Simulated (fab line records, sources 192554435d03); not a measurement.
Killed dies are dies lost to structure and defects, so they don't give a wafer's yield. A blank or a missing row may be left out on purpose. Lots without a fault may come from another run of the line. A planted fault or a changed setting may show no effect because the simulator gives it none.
fab line records | flow n5_finfet | part 2 of 2: steps 20 to 26 of 26
record lots=5 wafers=15 last_day=18
route steps=1938 shown MOL_CONTACT_COAG@597
lots that met no fault: from a run of the same line without faults
start_h: hours from the record's first day to the start of the lot's first wafer shown | wait_h: hours since the lot's step before | " the same as in the row above | L1.1+2: a row that stands for several wafers | - no value, or no start given | * or withheld: withheld | < > ~ a bound
route shown NAME@n: a module of which the file shows steps, and the number in the route of the first | usual: mean/standard deviation of fault-free wafers | same: alike in all rows | chamber/n: place in a boat | sites: the reading at each site | _std_site: their standard deviation | _edge_site: outer sites' mean less inner sites' | radius_mm: how far each site lies from the wafer's centre | mask NAME#n: copy n | behind: the tool/chamber that last shaped the wafer | hold: why the lot was held/for how many hours/how that ended | device: the transistor (n, p or np) that didn't switch | end of line: the same wafers' tests at the end of the route | a step without rows: its recipe alone | killed: dies lost to structure and defects at the first sort, not the wafer's yield | map: a wafer's dies, x killed, . not, _ none there
set.NAME: the setting as run; set.NAME@STEP: as run at that earlier step | model.NAME: the simulator's own value behind a step, which no gauge read
lots at some steps of the route; a table a step, a row a wafer
services: from which hour (start_h, from the record's first day; less than 0 if before it) a tool's chamber was out of use, for how many hours, and why
## steps
# step N5_MOL_CONTACT_COAG_ETCH_124
# recipe chemistry=CH3F/O2 target=SiNx target_depth_a=65 mask_material=SOC stop_on=SiOC over_etch_frac=0.3 ion_energy_ev=120 pressure_mtorr=30 source_w=395 bias_w=73 Ar_flow_sccm=150 CH3F_flow_sccm=30 O2_flow_sccm=20 ends=end_point
# usual drypump_motor_current_A=5.48/0.3 mfc_ar_sccm=150.0/0.46 oes_product_au=0.67/0.07 rf_vpp_V=297/4.6 showerhead_plenum_p_Torr=1.97/0.073 throttle_valve_pct=16.39/0.19
# same over_etch_frac=0.3
# columns lot.wafer tool chamber start_h wait_h drypump_motor_current_A mfc_ar_sccm oes_product_au rf_hours_counter_h rf_vpp_V showerhead_plenum_p_Torr throttle_valve_pct
L075.2 rie_diel-02 1 110.46 0.0 4.91 150.8 0.59 228 303 1.98 16.42
L075.3 " 0 " " 5.46 150.4 0.61 173 297 1.91 16.34
L075.4 " 2 " " 5.77 149.6 0.60 - 289 2.07 16.52
L084.1 rie_diel-03 2 161.70 0.0 5.57 150.5 0.65 179 300 1.83 16.52
L084.5 " 2 " " 5.56 150.1 0.63 - 299 1.83 16.52
L084.6 " 1 " " 5.73 150.3 0.66 - 305 1.91 16.34
L093.3 rie_diel-03 0 214.33 0.0 5.56 150.0 0.66 107 297 2.10 16.62
L093.4 " 3 " " 5.78 150.5 0.75 42 293 1.97 16.30
L093.6 " 3 " " 5.78 150.4 0.75 - 292 1.97 16.31
L094.2 rie_diel-01 3 224.99 0.0 5.41 149.6 0.62 191 297 2.00 16.09
L094.3 " 0 " " 5.45 150.1 0.80 14 295 1.96 16.05
L094.5 " 0 " " 5.45 149.7 0.79 - 294 1.96 16.04
L097.1 rie_diel-01 1 263.86 0.0 5.09 150.0 0.70 104 301 2.03 16.34
L097.2 " 3 " " 5.41 150.3 0.61 204 299 1.99 16.12
L097.6 " 2 " " 5.95 150.4 0.68 - 291 2.00 16.52
# step N5_MOL_CONTACT_COAG_ETCH_48
# recipe chemistry=C4F6/O2 target_depth_a=150 overetch_a=45 mask_material=SOC target=SiOC bias_w=465 pressure_mtorr=10 time_s=17 source_w=335 Ar_flow_sccm=300 C4F6_flow_sccm=10 O2_flow_sccm=10 ion_energy_ev=576
# usual drypump_motor_current_A=5.48/0.3 mfc_ar_sccm=299.9/0.92 oes_product_au=0.65/0.067 rf_vpp_V=1586/23 showerhead_plenum_p_Torr=2.80/0.099 throttle_valve_pct=40.7/0.32
# columns lot.wafer tool chamber start_h wait_h drypump_motor_current_A mfc_ar_sccm oes_product_au rf_hours_counter_h rf_vpp_V showerhead_plenum_p_Torr throttle_valve_pct
L075.2 rie_diel-02 1 110.50 0.0 4.92 300.3 0.58 228 1615 2.82 40.5
L075.3 " 0 " " 5.46 299.4 0.60 173 1582 2.72 40.8
L075.4 " 2 " " 5.83 299.0 0.57 - 1551 2.93 41.1
L084.1 rie_diel-03 2 161.74 0.0 5.58 299.0 0.63 179 1601 2.61 40.8
L084.5 " 2 " " 5.61 300.9 0.61 - 1599 2.61 40.8
L084.6 " 1 " " 5.68 300.5 0.68 - 1629 2.71 40.5
L093.3 rie_diel-03 0 214.37 0.0 5.57 300.1 0.66 107 1589 2.97 41.0
L093.4 " 3 " " 5.76 300.2 0.70 42 1564 2.80 40.5
L093.6 " 3 " " 5.80 299.8 0.73 - 1565 2.80 40.5
L094.2 rie_diel-01 3 225.03 0.0 5.43 299.6 0.63 191 1593 2.84 40.4
L094.3 " 0 " " 5.39 297.3 0.77 14 1571 2.79 40.8
L094.5 " 0 " " 5.43 298.6 0.75 - 1571 2.79 40.8
L097.1 rie_diel-01 1 263.90 0.0 5.12 299.0 0.63 104 1607 2.88 41.2
L097.2 " 3 " " 5.41 300.9 0.59 204 1593 2.83 40.5
L097.6 " 2 " " 5.96 298.8 0.64 - 1559 2.84 40.3
# step N5_MOL_CONTACT_COAG_STRIP_72
# recipe chemistry=N2/H2 power_w=450 temp_c=40 pressure_mtorr=20 rf_frequency_hz=6e+07 overash_fraction=3 bias_power_w=7 h2_frac=0.5 n2_flow_sccm=200 h2_flow_sccm=200
# usual drypump_motor_current_A=5.49/0.3 oes_product_au=0.78/0.086 rf_vpp_V=58.8/1.9 showerhead_plenum_p_Torr=2.49/0.096 throttle_valve_pct=23.66/0.28
# columns lot.wafer tool chamber start_h wait_h drypump_motor_current_A oes_product_au rf_hours_counter_h rf_vpp_V showerhead_plenum_p_Torr throttle_valve_pct
L075.2 rie_diel-02 1 110.56 0.0 4.94 0.68 228 58.8 2.50 23.45
L075.3 " 0 " " 5.50 0.72 173 60.5 2.42 23.69
L075.4 " 2 " " 5.80 0.69 - 58.4 2.60 23.81
L084.1 rie_diel-03 2 161.80 0.0 5.56 0.74 179 56.6 2.30 23.43
L084.5 " 2 " " 5.57 0.75 - 58.1 2.30 23.52
L084.6 " 1 " " 5.70 0.78 - 56.3 2.43 23.66
L093.3 rie_diel-03 0 214.43 0.0 5.59 0.77 107 61.2 2.67 24.09
L093.4 " 3 " " 5.79 0.87 42 59.5 2.47 23.33
L093.6 " 3 " " 5.77 0.86 - 59.3 2.48 23.33
L094.2 rie_diel-01 3 225.08 0.0 5.41 0.70 191 57.6 2.54 23.43
L094.3 " 0 " " 5.46 0.95 14 57.0 2.49 23.36
L094.5 " 0 " " 5.47 0.94 - 57.3 2.49 23.39
L097.1 rie_diel-01 1 263.95 0.0 5.12 0.79 104 60.4 2.56 23.96
L097.2 " 3 " " 5.43 0.70 204 59.7 2.53 23.42
L097.6 " 2 " " 5.92 0.81 - 55.7 2.56 23.89
# step N5_MOL_CONTACT_COAG_STRIP_49
# recipe chemistry=N2/H2 time_s=30 power_w=1000 temp_c=250 pressure_mtorr=withheld n2_flow_sccm=1750 h2_flow_sccm=3250
# usual drypump_motor_current_A=5.8/0.57 heater_power_w=320/25
# columns lot.wafer tool chamber start_h wait_h drypump_motor_current_A heater_power_w rf_hours_counter_h
L075.2 plasma_asher-02 1 110.64 - 6.0 355 96
L075.3 " 0 " " 4.8 298 -
L075.4 " 1 " " 6.0 354 -
L084.1 plasma_asher-02 1 161.88 - 6.0 349 106
L084.5 " 0 " " 4.8 296 -
L084.6 " 1 " " 6.0 360 -
L093.3 plasma_asher-01 0 214.53 - 5.9 300 -
L093.4 " 1 " " 6.4 338 -
L093.6 " 1 " " 6.4 334 -
L094.2 plasma_asher-02 1 225.16 - 6.0 360 115
L094.3 " 0 " " 4.8 292 -
L094.5 " 0 " " 4.8 298 -
L097.1 plasma_asher-01 0 264.03 - 5.9 295 71
L097.2 " 1 " " 6.4 342 71
L097.6 " 1 " " 6.4 335 -
# step N5_MOL_CONTACT_COAG_PRECLEAN_138
# recipe chemistry=alkaline_clean temp_c=60 time_s=60 do_ppb=50
# columns lot.wafer tool chamber start_h wait_h
L075.2+3+4 wet_bench-05 7,2,5 110.73 0.1
L084.1+5+6 wet_bench-01 0,2,1 161.96 0.1
L093.3+4+6 wet_bench-03 6,2,1 214.60 0.0
L094.2+3+5 wet_bench-05 1,3,7 225.25 0.1
L097.1+2+6 wet_bench-01 4,0,7 264.12 0.1
# step N5_MOL_CONTACT_COAG_SRD_139
# recipe dry=ipa_marangoni time_s=30 temp_c=23 rinse_liquid=diw
# columns lot.wafer tool chamber start_h wait_h
L075.2+3+4 wet_bench-05 7,2,5 110.75 0.0
L084.1+5+6 wet_bench-01 0,2,1 161.98 0.0
L093.3+4+6 wet_bench-03 6,2,1 214.61 0.0
L094.2+3+5 wet_bench-05 1,3,7 225.27 0.0
L097.1+2+6 wet_bench-01 4,0,7 264.14 0.0
# step N5_MOL_CONTACT_COAG_CD_MEAS_101
# recipe target_cd_nm=16
# usual cd_nm=16.1/0.37
# columns lot.wafer tool chamber start_h wait_h cd_nm
L075.2 cd_sem-03 - 110.79 0.0 16.7
L075.3 " - " " 16.0
L075.4 " - " " 15.9
L084.1 cd_sem-03 - 162.02 0.0 16.0
L084.5 " - " " 16.0
L084.6 " - " " 16.2
L093.3 cd_sem-02 - 214.66 0.0 16.7
L093.4 " - " " 16.2
L093.6 " - " " 16.2
L094.2 cd_sem-01 - 225.31 0.0 16.6
L094.3 " - " " 15.7
L094.5 " - " " 16.4
L097.1 cd_sem-02 - 264.18 0.0 16.4
L097.2 " - " " 16.0
L097.6 " - " " 16.1
## services
# columns tool chamber start_h hours kind
ald_sin-02 - 85.65 14.0 pm
ald_sin-04 - 99.10 2.1 repair
rie_diel-02 3 106.41 11.6 repair
euv_scanner-01 - 108.11 1.0 pm
ald_sin-02 1 112.48 13.1 repair
euv_scanner-02 - 117.85 1.0 pm
ald_sin-02 3 124.40 4.0 repair
ald_sin-04 3 133.74 11.3 repair
rie_diel-02 - 151.44 0.6 repair
ald_sin-02 0 151.63 3.7 repair
euv_scanner-01 - 164.26 1.0 pm
euv_scanner-02 - 169.52 4.6 pm
euv_scanner-01 - 178.82 0.8 repair
rie_diel-03 3 201.09 8.5 repair
ald_sin-02 - 201.41 4.9 repair
rie_diel-01 1 205.35 2.7 repair
plasma_asher-02 - 205.65 2.8 pm
euv_scanner-01 - 220.41 1.0 pm
euv_scanner-01 - 231.86 6.2 pm
rie_diel-01 3 237.65 3.0 repair
wet_bench-01 - 238.69 1.9 repair
euv_scanner-01 - 243.01 4.6 pm
euv_scanner-01 - 252.69 0.4 repair
rie_diel-01 2 253.64 4.9 repair
